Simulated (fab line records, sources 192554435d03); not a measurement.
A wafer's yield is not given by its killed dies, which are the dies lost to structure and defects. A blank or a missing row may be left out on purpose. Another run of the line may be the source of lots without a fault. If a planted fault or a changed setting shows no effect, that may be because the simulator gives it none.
fab line records	flow n5_finfet
record lots=24	wafers=72	last_day=17
route steps=1938 shown BEOL_M13@1693 BEOL_M14@1748 BEOL_M15@1774
lots untouched by any fault: they come from a run of this same line in which no faults occurred
start_h: hours from the record's first day to the start of the lot's first wafer shown	wait_h: hours from the lot's prior step to this one	" same as the row above	L1.1+2: a row that stands for several wafers	- no value, or no start given	* or withheld: withheld	< > ~ a bound
route shown NAME@n: NAME is a module with steps in the file, n the number in the route of the first one	usual: average and standard deviation across the fault-free wafers	same: alike in all rows	chamber/n: place in a boat	sites: the reading at each site	_std_site: the standard deviation of these	_edge_site: outer sites' mean less inner sites'	radius_mm: for every site, how far away it sits from the centre of the wafer	mask NAME#n: copy n	behind: tool/chamber where the wafer was last shaped	hold: what put the lot on hold/how long, in hours/how the hold closed	device: names the non-switching transistor (n, p or np)	end of line: tests run on the same wafers once the route is complete	step lacking rows: just its recipe	killed: dies lost to structure and defects at the first sort, not the wafer's yield	map: a wafer's dies, x killed, . not, _ none there
set.NAME: the setting the step ran with; set.NAME@STEP: the setting that earlier step ran with	model.NAME: the simulator's own value behind a step, which no gauge read
a sample of lots followed through the steps of the route, with each step as a table and each wafer as a row
services: the hour from which a tool's chamber was out of use, counted from the record's first day as start_h (under 0 if before that day), plus the number of hours and why
## steps
# step N5_BEOL_M13_ETCH_67
# recipe chemistry=CF4	target=SiARC	target_depth_a=1430	time_s=238.3	ion_energy_ev=80	pressure_mtorr=40	source_w=545	bias_w=36	Ar_flow_sccm=100	cf4_flow_sccm=100	ends=cleared
# usual drypump_motor_current_A=5.9/0.44	etch_rf_on_time_s=239/4.1	oes_product_au=0.69/0.062	rf_vpp_V=184.3/1.3	showerhead_plenum_p_Torr=2.16/0.076	throttle_valve_pct=15.57/0.21
lot.wafer	tool	chamber	start_h	wait_h	drypump_motor_current_A	etch_rf_on_time_s	oes_product_au	rf_hours_counter_h	rf_vpp_V	showerhead_plenum_p_Torr	throttle_valve_pct
L074.3	rie_diel-02	1	226.26	0.0	6.2	242	0.62	167	186.1	2.22	15.39
L074.4	"	1	"	"	6.2	240	0.62	-	185.6	2.22	15.38
L074.5	"	3	"	"	5.6	233	0.79	-	185.5	2.28	15.42
L075.2	rie_diel-02	1	245.03	0.0	6.3	241	0.61	174	185.5	2.22	15.42
L075.3	"	3	"	"	5.5	230	0.77	32	184.3	2.27	15.45
L075.5	"	0	"	"	6.0	241	0.69	-	185.7	2.25	15.31
L077.2	rie_diel-02	2	245.69	0.0	6.2	243	0.62	208	183.0	2.04	16.00
L077.4	"	0	"	"	6.0	241	0.69	93	184.9	2.25	15.32
L077.5	"	1	"	"	6.2	242	0.62	-	185.3	2.22	15.42
L078.3	rie_diel-03	3	246.11	0.0	5.3	235	0.78	14	183.8	2.11	15.57
L078.4	"	0	"	"	6.6	240	0.72	43	183.8	2.10	15.52
L078.5	"	0	"	"	6.6	240	0.72	-	183.3	2.10	15.52
L076.2	rie_diel-03	3	248.05	0.0	5.3	235	0.78	15	182.9	2.11	15.58
L076.4	"	2	"	"	5.3	244	0.62	168	182.8	2.05	15.72
L076.6	"	2	"	"	5.3	244	0.62	-	182.9	2.05	15.74
L079.1	rie_diel-02	0	261.43	0.0	6.0	239	0.68	98	185.4	2.25	15.32
L079.2	"	2	"	"	6.2	238	0.63	213	182.3	2.04	16.01
L079.6	"	0	"	"	6.0	239	0.69	-	183.9	2.25	15.33
L080.1	rie_diel-02	1	272.32	0.0	6.2	242	0.61	183	185.6	2.22	15.43
L080.2	"	2	"	"	6.2	240	0.62	217	183.2	2.04	16.03
L080.5	"	0	"	"	6.0	242	0.68	-	185.3	2.24	15.32
L082.1	rie_diel-03	1	274.12	0.0	5.9	241	0.61	195	184.7	2.21	15.87
L082.3	"	0	"	"	6.6	234	0.72	52	183.3	2.09	15.53
L082.6	"	0	"	"	6.7	237	0.72	-	183.1	2.10	15.54
L081.2	rie_diel-06	0	278.92	0.0	5.9	237	0.82	8	184.2	2.10	15.35
L081.3	"	1	"	"	6.1	239	0.74	44	185.0	2.18	15.32
L081.4	"	2	"	"	5.2	241	0.72	70	184.0	2.17	15.54
L083.2	rie_diel-03	3	284.14	0.0	5.4	235	0.76	25	183.4	2.10	15.58
L083.3	"	1	"	"	5.9	239	0.61	198	184.9	2.21	15.88
L083.6	"	2	"	"	5.3	242	0.62	-	182.0	2.05	15.75
L085.1	rie_diel-03	3	300.55	0.0	5.4	237	0.75	30	183.6	2.10	15.60
L085.4	"	2	"	"	5.3	245	0.62	182	184.1	2.05	15.76
L085.5	"	2	"	"	5.3	248	0.61	-	183.3	2.05	15.76
L084.2	rie_diel-06	3	301.50	0.0	5.8	237	0.68	119	185.7	2.24	15.40
L084.3	"	2	"	"	5.2	240	0.72	77	185.9	2.17	15.54
L084.6	"	0	"	"	5.9	235	0.80	-	183.0	2.10	15.36
L087.3	rie_diel-06	1	308.96	0.0	6.1	235	0.73	54	184.3	2.18	15.33
L087.4	"	3	"	"	5.8	242	0.68	121	185.8	2.24	15.41
L087.6	"	0	"	"	6.0	239	0.80	-	183.2	2.10	15.36
L086.4	rie_diel-06	0	315.88	0.0	6.0	231	0.79	20	183.4	2.10	15.37
L086.5	"	2	"	"	5.2	238	0.70	-	183.6	2.16	15.55
L086.6	"	3	"	"	5.8	238	0.68	-	184.2	2.24	15.42
L089.1	rie_diel-02	1	316.52	0.0	6.2	243	0.60	196	185.1	2.21	15.46
L089.2	"	3	"	"	5.6	232	0.74	54	186.7	2.27	15.50
L089.4	"	2	"	"	6.2	244	0.61	230	183.0	2.03	16.05
L090.2	rie_diel-03	1	317.07	0.0	5.9	243	0.61	208	186.8	2.21	15.92
L090.3	"	3	"	"	5.4	237	0.74	35	183.8	2.10	15.62
L090.5	"	0	"	"	6.6	237	0.70	-	184.5	2.09	15.57
L088.1	rie_diel-06	1	320.91	0.0	6.2	238	0.73	58	185.2	2.18	15.34
L088.4	"	3	"	"	5.9	241	0.67	125	186.3	2.24	15.38
L088.6	"	3	"	"	5.8	241	0.68	-	184.4	2.24	15.39
L091.1	rie_diel-03	2	338.99	0.0	5.3	246	0.61	189	182.5	2.05	15.77
L091.3	"	3	"	"	5.4	236	0.74	38	182.5	2.10	15.60
L091.6	"	0	"	"	6.6	238	0.70	-	183.1	2.09	15.56
L092.3	rie_diel-03	1	341.84	0.0	5.9	240	0.61	211	184.4	2.21	15.91
L092.5	"	3	"	"	5.3	235	0.75	-	183.4	2.10	15.61
L092.6	"	0	"	"	6.6	234	0.70	-	183.1	2.09	15.57
L094.1	rie_diel-06	1	346.10	0.0	6.1	233	0.72	70	186.0	2.17	15.37
L094.5	"	3	"	"	5.8	238	0.68	-	185.5	2.23	15.44
L094.6	"	2	"	"	5.2	241	0.69	-	185.1	2.16	15.58
L093.2	rie_diel-02	2	355.55	0.0	6.2	243	0.60	243	181.6	2.03	16.08
L093.4	"	0	"	"	6.1	238	0.67	126	185.4	2.24	15.37
L093.6	"	2	"	"	6.2	240	0.60	-	182.7	2.03	16.07
L095.2	rie_diel-03	0	356.09	0.0	6.7	238	0.70	74	183.7	2.09	15.58
L095.4	"	1	"	"	5.9	244	0.60	216	185.3	2.20	15.95
L095.6	"	2	"	"	5.3	247	0.62	-	181.5	2.04	15.79
L096.1	rie_diel-06	3	359.41	0.0	5.8	241	0.66	140	184.9	2.23	15.45
L096.2	"	1	"	"	6.1	235	0.72	73	184.1	2.17	15.38
L096.6	"	1	"	"	6.1	236	0.71	-	185.6	2.17	15.37
L097.2	rie_diel-03	3	380.32	0.0	5.4	233	0.73	51	183.6	2.10	15.65
L097.3	"	2	"	"	5.3	243	0.61	203	182.8	2.04	15.80
L097.5	"	3	"	"	5.3	233	0.73	-	183.9	2.10	15.65
# step N5_BEOL_M13_RS_MEAS_54
# recipe thk_meas_gauge=four-point-probe	reads=Cu_of_BEOL_M13_ECD_47+Ta_of_BEOL_M13_SPUTTER_44+TaN_of_BEOL_M13_SPUTTER_43
# usual M13_RS=0.0449/0.0007
lot.wafer	tool	chamber	start_h	wait_h	M13_RS[ohm/sq]
L074.3	film_metro-02	-	229.01	0.1	0.0454
L074.4	"	-	"	"	0.0447
L074.5	"	-	"	"	0.0443
L075.2	film_metro-02	-	247.55	0.1	0.0456
L075.3	"	-	"	"	0.0438
L075.5	"	-	"	"	0.0449
L077.2	film_metro-02	-	249.26	0.1	0.0453
L077.4	"	-	"	"	0.0452
L077.5	"	-	"	"	0.0454
L078.3	film_metro-01	-	249.75	0.1	0.0440
L078.4	"	-	"	"	0.0444
L078.5	"	-	"	"	0.0443
L076.2	film_metro-02	-	250.17	0.1	0.0442
L076.4	"	-	"	"	0.0456
L076.6	"	-	"	"	0.0456
L079.1	film_metro-01	-	266.04	0.0	0.0447
L079.2	"	-	"	"	0.0449
L079.6	"	-	"	"	0.0444
L080.1	film_metro-01	-	275.80	0.1	0.0447
L080.2	"	-	"	"	0.0451
L080.5	"	-	"	"	0.0443
L082.1	film_metro-01	-	276.96	0.0	0.0453
L082.3	"	-	"	"	0.0449
L082.6	"	-	"	"	0.0443
L081.2	film_metro-01	-	282.70	0.1	0.0442
L081.3	"	-	"	"	0.0451
L081.4	"	-	"	"	0.0452
L083.2	film_metro-01	-	286.80	0.1	0.0447
L083.3	"	-	"	"	0.0465
L083.6	"	-	"	"	0.0459
L085.1	film_metro-02	-	303.00	0.0	0.0443
L085.4	"	-	"	"	0.0460
L085.5	"	-	"	"	0.0463
L084.2	film_metro-02	-	305.88	0.1	0.0457
L084.3	"	-	"	"	0.0454
L084.6	"	-	"	"	0.0442
L087.3	film_metro-02	-	311.14	0.1	0.0448
L087.4	"	-	"	"	0.0451
L087.6	"	-	"	"	0.0442
L086.4	film_metro-01	-	323.36	0.0	0.0441
L086.5	"	-	"	"	0.0448
L086.6	"	-	"	"	0.0456
L089.1	film_metro-01	-	323.59	0.0	0.0460
L089.2	"	-	"	"	0.0439
L089.4	"	-	"	"	0.0456
L090.2	film_metro-02	-	324.89	0.1	0.0459
L090.3	"	-	"	"	0.0448
L090.5	"	-	"	"	0.0449
L088.1	film_metro-01	-	325.21	0.0	0.0449
L088.4	"	-	"	"	0.0452
L088.6	"	-	"	"	0.0455
L091.1	film_metro-01	-	341.10	0.0	0.0453
L091.3	"	-	"	"	0.0444
L091.6	"	-	"	"	0.0441
L092.3	film_metro-02	-	344.56	0.1	0.0450
L092.5	"	-	"	"	0.0441
L092.6	"	-	"	"	0.0440
L094.1	film_metro-02	-	352.58	0.0	0.0444
L094.5	"	-	"	"	0.0451
L094.6	"	-	"	"	0.0452
L093.2	film_metro-01	-	358.13	0.1	0.0451
L093.4	"	-	"	"	0.0450
L093.6	"	-	"	"	0.0454
L095.2	film_metro-02	-	362.32	0.1	0.0443
L095.4	"	-	"	"	0.0456
L095.6	"	-	"	"	0.0454
L096.1	film_metro-01	-	363.40	0.0	0.0450
L096.2	"	-	"	"	0.0441
L096.6	"	-	"	"	0.0444
L097.2	film_metro-01	-	383.03	0.1	0.0441
L097.3	"	-	"	"	0.0458
L097.5	"	-	"	"	0.0445
# step N5_BEOL_M14_INSPECT_30
# recipe mode=adi	inspect_instrument=macro
# usual raw_defect_count=2.0/1.4
lot.wafer	tool	chamber	start_h	wait_h	raw_defect_count
L074.3	defect_inspect-02	-	231.11	0.0	3
L074.4	"	-	"	"	0
L074.5	"	-	"	"	5
L075.2	defect_inspect-01	-	249.14	0.0	5
L075.3	"	-	"	"	2
L075.5	"	-	"	"	1
L077.2	defect_inspect-01	-	250.72	0.0	1
L077.4	"	-	"	"	3
L077.5	"	-	"	"	1
L078.3	defect_inspect-02	-	251.34	0.0	1
L078.4	"	-	"	"	1
L078.5	"	-	"	"	3
L076.2	defect_inspect-01	-	251.88	0.0	2
L076.4	"	-	"	"	2
L076.6	"	-	"	"	1
L079.1	defect_inspect-02	-	267.50	0.0	4
L079.2	"	-	"	"	4
L079.6	"	-	"	"	2
L080.1	defect_inspect-01	-	278.67	0.0	0
L080.2	"	-	"	"	0
L080.5	"	-	"	"	2
L082.1	defect_inspect-01	-	278.83	0.0	3
L082.3	"	-	"	"	1
L082.6	"	-	"	"	1
L081.2	defect_inspect-02	-	284.29	0.0	3
L081.3	"	-	"	"	3
L081.4	"	-	"	"	5
L083.2	defect_inspect-01	-	288.51	0.0	3
L083.3	"	-	"	"	3
L083.6	"	-	"	"	0
L085.1	defect_inspect-01	-	304.66	0.0	2
L085.4	"	-	"	"	1
L085.5	"	-	"	"	2
L084.2	defect_inspect-01	-	308.11	0.0	2
L084.3	"	-	"	"	2
L084.6	"	-	"	"	1
L087.3	defect_inspect-02	-	312.85	0.0	3
L087.4	"	-	"	"	3
L087.6	"	-	"	"	0
L086.4	defect_inspect-01	-	324.97	0.0	1
L086.5	"	-	"	"	3
L086.6	"	-	"	"	4
L089.1	defect_inspect-02	-	325.19	0.0	2
L089.2	"	-	"	"	3
L089.4	"	-	"	"	1
L090.2	defect_inspect-01	-	327.11	0.0	0
L090.3	"	-	"	"	2
L090.5	"	-	"	"	3
L088.1	defect_inspect-02	-	327.46	0.0	6
L088.4	"	-	"	"	3
L088.6	"	-	"	"	0
L091.1	defect_inspect-02	-	342.56	0.0	1
L091.3	"	-	"	"	4
L091.6	"	-	"	"	1
L092.3	defect_inspect-01	-	346.19	0.0	3
L092.5	"	-	"	"	0
L092.6	"	-	"	"	1
L094.1	defect_inspect-02	-	354.04	0.0	1
L094.5	"	-	"	"	1
L094.6	"	-	"	"	2
L093.2	defect_inspect-02	-	359.72	0.0	5
L093.4	"	-	"	"	1
L093.6	"	-	"	"	2
L095.2	defect_inspect-02	-	363.91	0.0	4
L095.4	"	-	"	"	4
L095.6	"	-	"	"	2
L096.1	defect_inspect-01	-	365.12	0.0	3
L096.2	"	-	"	"	1
L096.6	"	-	"	"	3
L097.2	defect_inspect-01	-	384.66	0.0	5
L097.3	"	-	"	"	0
L097.5	"	-	"	"	4
# step N5_BEOL_M14_SPUTTER_45
# recipe material=Cu	target_thk_a=1000	temp_c=-20	bias_v=60	power_w=26000	chamber_pressure_pa=0.13	time_s=16.67
# usual chuck_sensor_temp_C=-16.0/0.44	throttle_valve_pct=29.7/1.4
lot.wafer	tool	chamber	start_h	wait_h	chuck_sensor_temp_C	throttle_valve_pct
L074.3	pvd_sputter-01	-	233.05	0.0	-15.8	29.7
L074.4	"	-	"	"	-15.5	26.8
L074.5	"	-	"	"	-15.6	26.8
L075.2	pvd_sputter-03	-	253.03	0.0	-16.4	29.0
L075.3	"	-	"	"	-16.0	31.1
L075.5	"	-	"	"	-16.1	29.2
L078.3	pvd_sputter-01	-	253.26	0.0	-16.1	30.8
L078.4	"	-	"	"	-15.4	29.8
L078.5	"	-	"	"	-16.1	30.4
L077.2	pvd_sputter-03	-	253.35	0.0	-16.3	29.2
L077.4	"	-	"	"	-15.4	30.4
L077.5	"	-	"	"	-16.4	31.0
L076.2	pvd_sputter-03	-	253.67	0.0	-16.4	31.2
L076.4	"	-	"	"	-16.0	29.2
L076.6	"	-	"	"	-15.8	31.1
L079.1	pvd_sputter-02	-	268.85	0.0	-16.6	30.9
L079.2	"	-	"	"	-16.4	29.5
L079.6	"	-	"	"	-16.6	29.4
L080.1	pvd_sputter-03	-	281.40	0.0	-15.5	30.3
L080.2	"	-	"	"	-16.1	31.3
L080.5	"	-	"	"	-15.6	31.0
L082.1	pvd_sputter-01	-	281.44	0.0	-15.5	26.9
L082.3	"	-	"	"	-15.6	29.9
L082.6	"	-	"	"	-16.1	30.4
L081.2	pvd_sputter-01	-	287.05	0.0	-15.5	26.6
L081.3	"	-	"	"	-15.4	29.6
L081.4	"	-	"	"	-16.7	27.5
L083.2	pvd_sputter-03	-	290.73	0.0	-16.3	30.8
L083.3	"	-	"	"	-16.2	29.2
L083.6	"	-	"	"	-16.3	31.1
L085.1	pvd_sputter-01	-	306.79	0.0	-16.5	27.6
L085.4	"	-	"	"	-16.0	30.4
L085.5	"	-	"	"	-16.1	30.5
L084.2	pvd_sputter-01	-	309.52	0.0	-16.3	30.2
L084.3	"	-	"	"	-15.7	26.5
L084.6	"	-	"	"	-16.5	28.0
L087.3	pvd_sputter-02	-	314.75	0.0	-16.1	30.5
L087.4	"	-	"	"	-16.4	30.7
L087.6	"	-	"	"	-16.5	30.9
L086.4	pvd_sputter-02	-	328.84	0.0	-15.4	29.6
L086.5	"	-	"	"	-16.3	31.0
L086.6	"	-	"	"	-16.0	30.5
L089.1	pvd_sputter-01	-	328.97	0.0	-16.4	27.6
L089.2	"	-	"	"	-16.3	30.5
L089.4	"	-	"	"	-15.4	29.7
L090.2	pvd_sputter-01	-	330.05	0.0	-16.3	27.9
L090.3	"	-	"	"	-15.6	29.7
L090.5	"	-	"	"	-15.6	29.8
L088.1	pvd_sputter-02	-	331.46	0.0	-15.2	29.5
L088.4	"	-	"	"	-16.2	30.7
L088.6	"	-	"	"	-15.3	29.4
L091.1	pvd_sputter-01	-	345.91	0.0	-15.6	26.7
L091.3	"	-	"	"	-16.6	27.6
L091.6	"	-	"	"	-15.5	26.6
L092.3	pvd_sputter-02	-	351.60	0.0	-16.4	29.2
L092.5	"	-	"	"	-16.2	30.6
L092.6	"	-	"	"	-15.1	29.7
L094.1	pvd_sputter-02	-	356.28	0.0	-16.2	30.5
L094.5	"	-	"	"	-15.3	29.5
L094.6	"	-	"	"	-16.0	30.6
L093.2	pvd_sputter-01	-	361.86	0.0	-15.5	26.4
L093.4	"	-	"	"	-16.6	27.8
L093.6	"	-	"	"	-16.6	27.8
L095.2	pvd_sputter-03	-	368.82	0.0	-16.4	31.2
L095.4	"	-	"	"	-16.1	29.1
L095.6	"	-	"	"	-16.2	31.1
L096.1	pvd_sputter-01	-	369.71	0.0	-16.2	30.6
L096.2	"	-	"	"	-16.6	27.8
L096.6	"	-	"	"	-16.6	27.9
L097.2	pvd_sputter-02	-	386.26	0.0	-16.2	30.7
L097.3	"	-	"	"	-16.5	30.7
L097.5	"	-	"	"	-16.4	29.4
# step N5_BEOL_M15_THK_MEAS_01
# recipe reads=SiO2_of_BEOL_M15_ILD_DEP_00
# usual M15_ILD_THK=1625/19
lot.wafer	tool	chamber	start_h	wait_h	M15_ILD_THK[nm]
L074.3	film_metro-02	-	234.51	0.1	1637
L074.4	"	-	"	"	1605
L074.5	"	-	"	"	1638
L075.2	film_metro-01	-	254.38	0.1	1607
L075.3	"	-	"	"	1634
L075.5	"	-	"	"	1640
L078.3	film_metro-02	-	254.61	0.1	1644
L078.4	"	-	"	"	1640
L078.5	"	-	"	"	1650
L077.2	film_metro-01	-	254.77	0.1	1620
L077.4	"	-	"	"	1646
L077.5	"	-	"	"	1632
L076.2	film_metro-02	-	255.03	0.1	1607
L076.4	"	-	"	"	1635
L076.6	"	-	"	"	1628
L079.1	film_metro-02	-	270.21	0.1	1610
L079.2	"	-	"	"	1604
L079.6	"	-	"	"	1645
L080.1	film_metro-02	-	284.29	0.1	1637
L080.2	"	-	"	"	1632
L080.5	"	-	"	"	1649
L082.1	film_metro-02	-	284.47	0.1	1608
L082.3	"	-	"	"	1601
L082.6	"	-	"	"	1628
L081.2	film_metro-02	-	288.40	0.1	1628
L081.3	"	-	"	"	1616
L081.4	"	-	"	"	1623
L083.2	film_metro-02	-	292.18	0.1	1596
L083.3	"	-	"	"	1616
L083.6	"	-	"	"	1644
L085.1	film_metro-02	-	308.74	0.1	1600
L085.4	"	-	"	"	1607
L085.5	"	-	"	"	1595
L084.2	film_metro-02	-	310.86	0.1	1579
L084.3	"	-	"	"	1603
L084.6	"	-	"	"	1617
L087.3	film_metro-02	-	316.12	0.2	1615
L087.4	"	-	"	"	1657
L087.6	"	-	"	"	1641
L086.4	film_metro-01	-	330.14	0.0	1667
L086.5	"	-	"	"	1649
L086.6	"	-	"	"	1672
L089.1	film_metro-01	-	330.82	0.1	1611
L089.2	"	-	"	"	1630
L089.4	"	-	"	"	1640
L090.2	film_metro-02	-	331.65	0.1	1609
L090.3	"	-	"	"	1617
L090.5	"	-	"	"	1642
L088.1	film_metro-01	-	332.80	0.1	1618
L088.4	"	-	"	"	1629
L088.6	"	-	"	"	1639
L091.1	film_metro-02	-	347.38	0.3	1610
L091.3	"	-	"	"	1628
L091.6	"	-	"	"	1638
L092.3	film_metro-02	-	353.05	0.1	1604
L092.5	"	-	"	"	1633
L092.6	"	-	"	"	1635
L094.1	film_metro-02	-	357.65	0.1	1603
L094.5	"	-	"	"	1647
L094.6	"	-	"	"	1640
L093.2	film_metro-01	-	364.13	0.3	1618
L093.4	"	-	"	"	1659
L093.6	"	-	"	"	1645
L095.2	film_metro-01	-	370.61	0.1	1613
L095.4	"	-	"	"	1659
L095.6	"	-	"	"	1637
L096.1	film_metro-01	-	371.48	0.1	1605
L096.2	"	-	"	"	1597
L096.6	"	-	"	"	1609
L097.2	film_metro-02	-	387.74	0.3	1606
L097.3	"	-	"	"	1641
L097.5	"	-	"	"	1635
# step N5_BEOL_M15_ETCH_59
# recipe chemistry=N2/H2	target=BARC	target_depth_a=890	overetch_a=267	time_s=67.9	ion_energy_ev=200	pressure_mtorr=30	source_w=840	bias_w=150	n2_flow_sccm=200	h2_flow_sccm=200
# usual drypump_motor_current_A=5.9/0.42	oes_product_au=0.69/0.06	rf_vpp_V=524.5/2.6	showerhead_plenum_p_Torr=2.56/0.092	throttle_valve_pct=17.84/0.25
lot.wafer	tool	chamber	start_h	wait_h	drypump_motor_current_A	oes_product_au	rf_hours_counter_h	rf_vpp_V	showerhead_plenum_p_Torr	throttle_valve_pct
L074.3	rie_diel-02	1	235.18	0.0	6.3	0.63	170	526.2	2.65	17.57
L074.4	"	2	"	"	6.2	0.63	205	521.3	2.42	18.30
L074.5	"	3	"	"	5.6	0.76	-	527.6	2.70	17.68
L075.2	rie_diel-06	2	254.81	0.0	5.2	0.73	62	526.2	2.57	17.81
L075.3	"	3	"	"	5.9	0.70	106	527.9	2.67	17.74
L075.5	"	2	"	"	5.2	0.73	-	525.2	2.57	17.83
L078.3	rie_diel-03	0	255.16	0.0	6.6	0.72	46	522.5	2.48	17.82
L078.4	"	1	"	"	5.9	0.62	190	527.4	2.64	18.28
L078.5	"	0	"	"	6.6	0.73	-	522.2	2.48	17.82
L077.2	rie_diel-06	3	255.32	0.0	5.9	0.70	106	526.4	2.67	17.74
L077.4	"	0	"	"	6.0	0.84	3	522.7	2.50	17.66
L077.5	"	1	"	"	6.2	0.75	-	524.5	2.58	17.52
L076.2	rie_diel-03	3	255.68	0.0	5.3	0.77	17	522.3	2.49	17.83
L076.4	"	1	"	"	5.9	0.62	190	526.3	2.64	18.27
L076.6	"	0	"	"	6.7	0.72	-	521.3	2.48	17.82
L079.1	rie_diel-03	2	270.96	0.0	5.3	0.63	173	520.0	2.44	18.17
L079.2	"	0	"	"	6.7	0.72	50	521.0	2.48	17.84
L079.6	"	1	"	"	6.0	0.62	-	526.9	2.64	18.30
L080.1	rie_diel-03	2	284.86	0.0	5.3	0.63	178	519.6	2.44	18.19
L080.2	"	3	"	"	5.4	0.76	25	521.5	2.49	17.82
L080.5	"	0	"	"	6.6	0.71	-	521.6	2.48	17.84
L082.1	rie_diel-06	2	285.05	0.0	5.2	0.72	72	524.6	2.57	17.85
L082.3	"	3	"	"	5.9	0.69	113	527.8	2.67	17.75
L082.6	"	1	"	"	6.1	0.74	-	526.8	2.58	17.51
L081.2	rie_diel-06	1	288.94	0.0	6.2	0.73	48	525.8	2.58	17.53
L081.3	"	2	"	"	5.2	0.71	74	525.6	2.56	17.84
L081.4	"	0	"	"	6.0	0.80	11	523.1	2.49	17.68
L083.2	rie_diel-03	0	292.73	0.0	6.7	0.70	58	521.7	2.48	17.84
L083.3	"	2	"	"	5.3	0.63	180	520.3	2.44	18.18
L083.6	"	0	"	"	6.7	0.71	-	522.1	2.48	17.84
L085.1	rie_diel-02	2	309.30	0.0	6.2	0.62	227	519.6	2.41	18.32
L085.4	"	0	"	"	6.0	0.68	111	527.3	2.67	17.57
L085.5	"	1	"	"	6.2	0.61	-	526.9	2.64	17.63
L084.2	rie_diel-02	3	311.29	0.0	5.6	0.74	52	526.9	2.69	17.71
L084.3	"	0	"	"	6.0	0.68	112	526.5	2.67	17.58
L084.6	"	3	"	"	5.6	0.73	-	528.7	2.69	17.71
L087.3	rie_diel-03	1	316.62	0.0	6.0	0.61	208	526.3	2.63	18.31
L087.4	"	3	"	"	5.4	0.74	35	521.3	2.49	17.85
L087.6	"	2	"	"	5.3	0.62	-	521.3	2.44	18.20
L086.4	rie_diel-02	3	330.57	0.0	5.6	0.72	58	528.0	2.69	17.72
L086.5	"	2	"	"	6.2	0.61	-	520.2	2.41	18.33
L086.6	"	1	"	"	6.3	0.61	-	524.4	2.63	17.64
L089.1	rie_diel-06	3	332.25	0.0	5.8	0.67	129	526.7	2.66	17.76
L089.2	"	0	"	"	6.0	0.78	26	523.3	2.49	17.70
L089.4	"	3	"	"	5.8	0.68	-	528.3	2.66	17.79
L090.2	rie_diel-02	1	332.27	0.0	6.2	0.60	201	526.0	2.63	17.62
L090.3	"	0	"	"	6.0	0.67	119	527.8	2.66	17.60
L090.5	"	3	"	"	5.6	0.72	-	527.6	2.69	17.74
L088.1	rie_diel-02	1	334.05	0.0	6.2	0.61	202	526.7	2.63	17.62
L088.4	"	3	"	"	5.5	0.72	60	527.4	2.69	17.72
L088.6	"	1	"	"	6.3	0.61	-	526.2	2.63	17.63
L091.1	rie_diel-03	2	347.82	0.0	5.3	0.62	192	520.4	2.44	18.21
L091.3	"	0	"	"	6.6	0.69	72	523.2	2.47	17.86
L091.6	"	0	"	"	6.6	0.69	-	521.3	2.47	17.86
L092.3	rie_diel-02	0	353.60	0.0	6.1	0.66	126	528.1	2.66	17.63
L092.5	"	0	"	"	6.0	0.66	-	528.2	2.66	17.61
L092.6	"	1	"	"	6.2	0.60	-	526.0	2.63	17.64
L094.1	rie_diel-06	2	358.20	0.0	5.2	0.70	91	525.6	2.56	17.87
L094.5	"	1	"	"	6.2	0.71	-	525.2	2.57	17.57
L094.6	"	2	"	"	5.2	0.70	-	524.6	2.56	17.86
L093.2	rie_diel-06	1	364.68	0.0	6.1	0.71	75	525.1	2.56	17.59
L093.4	"	1	"	"	6.2	0.71	-	525.3	2.56	17.60
L093.6	"	2	"	"	5.2	0.70	-	524.2	2.56	17.87
L095.2	rie_diel-06	0	371.03	0.0	6.0	0.75	41	522.4	2.48	17.72
L095.4	"	3	"	"	5.8	0.66	140	527.2	2.66	17.82
L095.6	"	3	"	"	5.8	0.67	-	527.3	2.66	17.79
L096.1	rie_diel-03	0	371.91	0.0	6.7	0.69	78	521.9	2.47	17.86
L096.2	"	1	"	"	6.0	0.60	220	524.3	2.63	18.33
L096.6	"	1	"	"	5.9	0.60	-	525.8	2.63	18.35
L097.2	rie_diel-02	0	389.56	0.0	6.0	0.66	135	529.3	2.66	17.62
L097.3	"	1	"	"	6.2	0.60	220	524.7	2.63	17.67
L097.5	"	0	"	"	6.0	0.65	-	526.9	2.66	17.63
## services
tool	chamber	start_h	hours	kind
rie_diel-02	2	223.76	6.1	repair
rie_diel-06	0	229.98	-	clean
rie_diel-06	0	229.98	-	consumable_replace:focus_ring
rie_diel-06	0	229.98	14.3	scheduled_down
rie_diel-06	0	229.98	14.3	vent_cycle
rie_diel-02	2	237.18	4.4	repair
rie_diel-06	2	241.17	1.2	repair
rie_diel-06	3	259.63	4.8	repair
rie_diel-06	-	298.79	0.8	repair
rie_diel-03	-	323.93	14.6	pm
rie_diel-06	2	325.16	13.6	repair
pvd_sputter-03	-	335.59	1.7	repair
rie_diel-02	-	343.94	2.8	pm
rie_diel-02	0	369.71	4.9	repair
rie_diel-02	-	375.07	4.3	pm
rie_diel-02	2	381.56	-	clean
rie_diel-02	2	381.56	-	consumable_replace:focus_ring
rie_diel-02	2	381.56	-	consumable_replace:showerhead
rie_diel-02	2	381.56	16.8	scheduled_down
rie_diel-02	2	381.56	16.8	vent_cycle
## key
fault none
